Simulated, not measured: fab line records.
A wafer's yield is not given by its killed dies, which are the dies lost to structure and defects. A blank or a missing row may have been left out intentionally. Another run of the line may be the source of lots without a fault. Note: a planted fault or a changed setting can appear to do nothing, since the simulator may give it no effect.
Chamber matching :: flow n5 finfet :: N5_BEOL_M9_DESCUM_33 on rie diel-03: 4 sister chambers
The step chemistry O2, time 7 s. 4 wafers are shown with their chamber, then 9 later ones without.

== WAFERS PAIRED WITH THEIR CHAMBERS ==
wafer: L080.6
chamber: 2
showerhead plenum p Torr (Torr): 1.98

wafer: L083.1
chamber: 3
showerhead plenum p Torr (Torr): 2.12

wafer: L083.4
chamber: 0
showerhead plenum p Torr (Torr): 2.19

wafer: L083.5
chamber: 1
showerhead plenum p Torr (Torr): 2.14

== WAFERS MISSING THEIR CHAMBER ==
wafer: L087.1
showerhead plenum p Torr (Torr): 2.13

wafer: L087.2
showerhead plenum p Torr (Torr): 2.12

wafer: L087.5
showerhead plenum p Torr (Torr): 2.13

wafer: L089.1
showerhead plenum p Torr (Torr): 2.13

wafer: L089.2
showerhead plenum p Torr (Torr): 2.12

wafer: L089.6
showerhead plenum p Torr (Torr): 2.13

wafer: L092.2
showerhead plenum p Torr (Torr): 2.19

wafer: L092.3
showerhead plenum p Torr (Torr): 2.12

wafer: L092.6
showerhead plenum p Torr (Torr): 2.18

== EACH ONE'S CHAMBER ==
wafer: L087.1
from the rows above: can't be placed: 3 or 1
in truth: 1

wafer: L087.2
from the rows above: 3
in truth: 3

wafer: L087.5
from the rows above: can't be placed: 3 or 1
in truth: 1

wafer: L089.1
from the rows above: can't be placed: 3 or 1
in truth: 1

wafer: L089.2
from the rows above: 3
in truth: 3

wafer: L089.6
from the rows above: can't be placed: 3 or 1
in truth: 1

wafer: L092.2
from the rows above: 0
in truth: 0

wafer: L092.3
from the rows above: 3
in truth: 3

wafer: L092.6
from the rows above: 0
in truth: 0
Correct placement for 5 of the 9. Can't be placed from these rows: 4 (the true chamber is among the candidates in 4). Placed wrongly: 0.
How it was worked out, from the rows above alone: a wafer's distance from a chamber is the root of the sum, over the readings, of the square of ((its reading less the chamber's mean) divided by the reading's scatter). The wafer belongs to the nearest chamber; if the next one is less than 2 further off, it can't be placed. For every chamber, the mean is computed from those of its wafers that are shown. The scatter (one wafer shown for each chamber): square how far every hidden wafer sits from the nearest shown wafer, average those squares and take the square root.
